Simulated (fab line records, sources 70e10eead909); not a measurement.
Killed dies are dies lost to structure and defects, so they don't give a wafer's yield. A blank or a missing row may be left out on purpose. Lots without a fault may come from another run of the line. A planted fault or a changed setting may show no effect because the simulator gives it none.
Tool commonality check | flow nand_harc | 14 lots, 42 wafers sampled

WHY IT WAS OPENED
At NHARC_A_SOURCE_PLATE_THK_MEAS_06 the reading thk_nm is flagged on 2 of 14 lots. Wafers without a fault read 199.3 nm, standard deviation 2.1.
Rule: a lot is flagged when every wafer of it that has a number lies more than 4 standard deviations from that mean, or none has a number. The other lots count as sound.

lot  | measured     | on            | thk_nm (nm), wafer by wafer | flag
L126 | day 7 13:23  | film_metro-01 | 197.0 196.2 200.3           |
L128 | day 7 20:13  | film_metro-02 | 200.5 201.5 202.3           |
L129 | day 8 15:33  | film_metro-01 | 194.6 193.6 194.9           |
L130 | day 8 15:33  | film_metro-02 | 195.3 197.9 197.0           |
L131 | day 8 15:34  | film_metro-01 | 198.1 199.0 200.2           |
L132 | day 9 11:12  | film_metro-02 | 200.1 198.7 199.8           |
L133 | day 9 15:17  | film_metro-01 | 48.6 51.0 50.0              | FLAGGED
L134 | day 9 15:17  | film_metro-02 | 48.8 50.0 48.3              | FLAGGED
L142 | day 11 17:59 | film_metro-01 | 201.1 196.2 198.0           |
L145 | day 12 12:46 | film_metro-02 | 196.7 198.6 198.4           |
L144 | day 12 12:46 | film_metro-01 | 199.3 198.3 200.3           |
L146 | day 12 17:34 | film_metro-02 | 200.9 199.2 202.3           |
L147 | day 13 00:12 | film_metro-01 | 199.5 196.9 198.9           |
L148 | day 13 10:23 | film_metro-02 | 200.8 199.0 200.9           |
The numbers of the flagged lots are 49.5 nm on average: -149.9 nm against the usual, or -71 standard deviations.

WHICH TOOL RAN EACH LOT
The record holds 3 process steps before the reading, out of a route of 1159 steps. In each cell: the tool, then ch and the chambers that the sampled wafers went through, then the start.
lot  | flag    | NHARC_P_BONDPAD_PRE_CLEAN_26            | NHARC_P_BONDPAD_PVD_17                  | NHARC_A_SOURCE_PLATE_CVD_03
L126 |         | pvd_sputter-01, day 7 02:16 or earlier  | pvd_sputter-01, day 7 02:16 or earlier  | lpcvd_poly-04 ch 0, day 7 02:16
L128 |         | pvd_sputter-03, day 7 09:18 or earlier  | pvd_sputter-03, day 7 09:18 or earlier  | lpcvd_poly-03 ch 0, day 7 09:18
L129 |         | pvd_sputter-03, day 8 05:12 or earlier  | pvd_sputter-03, day 8 05:12 or earlier  | lpcvd_poly-01 ch 0, day 8 05:12
L130 |         | pvd_sputter-03, day 8 05:12 or earlier  | pvd_sputter-03, day 8 05:12 or earlier  | lpcvd_poly-01 ch 0, day 8 05:12
L131 |         | pvd_sputter-03, day 8 05:12 or earlier  | pvd_sputter-03, day 8 05:12 or earlier  | lpcvd_poly-01 ch 0, day 8 05:12
L132 |         | pvd_sputter-02, day 9 00:34 or earlier  | pvd_sputter-02, day 9 00:34 or earlier  | lpcvd_poly-01 ch 0, day 9 00:34
L133 | FLAGGED | pvd_sputter-03, day 9 04:45 or earlier  | pvd_sputter-03, day 9 04:45 or earlier  | lpcvd_poly-04, day 9 04:45
L134 | FLAGGED | pvd_sputter-03, day 9 04:45 or earlier  | pvd_sputter-03, day 9 04:45 or earlier  | lpcvd_poly-04, day 9 04:45
L142 |         | pvd_sputter-02, day 11 05:33 or earlier | pvd_sputter-02, day 11 05:33 or earlier | lpcvd_poly-03 ch 0, day 11 05:33
L145 |         | pvd_sputter-01, day 12 02:14 or earlier | pvd_sputter-01, day 12 02:14 or earlier | lpcvd_poly-04 ch 0, day 12 02:14
L144 |         | pvd_sputter-01, day 12 02:14 or earlier | pvd_sputter-01, day 12 02:14 or earlier | lpcvd_poly-04 ch 0, day 12 02:14
L146 |         | pvd_sputter-01, day 12 07:05 or earlier | pvd_sputter-01, day 12 07:05 or earlier | lpcvd_poly-04 ch 0, day 12 07:05
L147 |         | pvd_sputter-01, day 12 13:55 or earlier | pvd_sputter-01, day 12 13:55 or earlier | lpcvd_poly-04 ch 0, day 12 13:55
L148 |         | pvd_sputter-03, day 12 23:49 or earlier | pvd_sputter-03, day 12 23:49 or earlier | lpcvd_poly-03 ch 0, day 12 23:49
What these steps do:
- NHARC_P_BONDPAD_PRE_CLEAN_26: time 30 s.
- NHARC_P_BONDPAD_PVD_17: deposits TaN, target thk 5 nm, time 8.06 s.
- NHARC_A_SOURCE_PLATE_CVD_03: deposits poly-Si, target thk 200 nm, time 4000 s.
- NHARC_A_SOURCE_PLATE_THK_MEAS_06: measures by ellipsometry.

FLAGGED OVER TOTAL, TOOL BY TOOL (the gauges that took the reading come last)
step                             | tool           | lots run | flagged | share of the flagged lots | sound lots run after its first flagged lot
NHARC_P_BONDPAD_PRE_CLEAN_26     | pvd_sputter-01 | 5        | 0       | none                      | -
NHARC_P_BONDPAD_PRE_CLEAN_26     | pvd_sputter-02 | 2        | 0       | none                      | -
NHARC_P_BONDPAD_PRE_CLEAN_26     | pvd_sputter-03 | 7        | 2       | all                       | 1 (L148)
NHARC_P_BONDPAD_PVD_17           | pvd_sputter-01 | 5        | 0       | none                      | -
NHARC_P_BONDPAD_PVD_17           | pvd_sputter-02 | 2        | 0       | none                      | -
NHARC_P_BONDPAD_PVD_17           | pvd_sputter-03 | 7        | 2       | all                       | 1 (L148)
NHARC_A_SOURCE_PLATE_CVD_03      | lpcvd_poly-01  | 4        | 0       | none                      | -
NHARC_A_SOURCE_PLATE_CVD_03      | lpcvd_poly-03  | 3        | 0       | none                      | -
NHARC_A_SOURCE_PLATE_CVD_03      | lpcvd_poly-04  | 7        | 2       | all                       | 4 (L144,L145,L146,L147)
NHARC_A_SOURCE_PLATE_THK_MEAS_06 | film_metro-01  | 7        | 1       | some                      | 3 (L142,L144,L147)
NHARC_A_SOURCE_PLATE_THK_MEAS_06 | film_metro-02  | 7        | 1       | some                      | 3 (L145,L146,L148)
NHARC_P_BONDPAD_PRE_CLEAN_26 gives no start for some lots, so the hours and the order of its lots are those of NHARC_A_SOURCE_PLATE_CVD_03. NHARC_P_BONDPAD_PVD_17 gives no start for some lots, so the hours and the order of its lots are those of NHARC_A_SOURCE_PLATE_CVD_03.

WHAT THE TABLE ALLOWS
3 rows of the table ran every flagged lot: pvd_sputter-03 at NHARC_P_BONDPAD_PRE_CLEAN_26, pvd_sputter-03 at NHARC_P_BONDPAD_PVD_17, lpcvd_poly-04 at NHARC_A_SOURCE_PLATE_CVD_03.
- pvd_sputter-03 at NHARC_P_BONDPAD_PRE_CLEAN_26: 2 of its 7 lots flagged. Sound lots ran on it after the first flagged one (L148), which a lasting fault on the whole tool wouldn't allow.
- pvd_sputter-03 at NHARC_P_BONDPAD_PVD_17: 2 of its 7 lots flagged. Sound lots ran on it after the first flagged one (L148), which a lasting fault on the whole tool wouldn't allow.
- lpcvd_poly-04 at NHARC_A_SOURCE_PLATE_CVD_03: 2 of its 7 lots flagged. Sound lots ran on it after the first flagged one (L144, L145, L146, L147), which a lasting fault on the whole tool wouldn't allow. On the flagged lots its readings are blank where sound lots have values: pressure_mtorr, run_length_s, spike_tc_upper_C, zone_power_bottom_pct.
No row of the table ran every flagged lot and no sound lot after the first.

WHAT THE SIMULATOR HAD PUT IN
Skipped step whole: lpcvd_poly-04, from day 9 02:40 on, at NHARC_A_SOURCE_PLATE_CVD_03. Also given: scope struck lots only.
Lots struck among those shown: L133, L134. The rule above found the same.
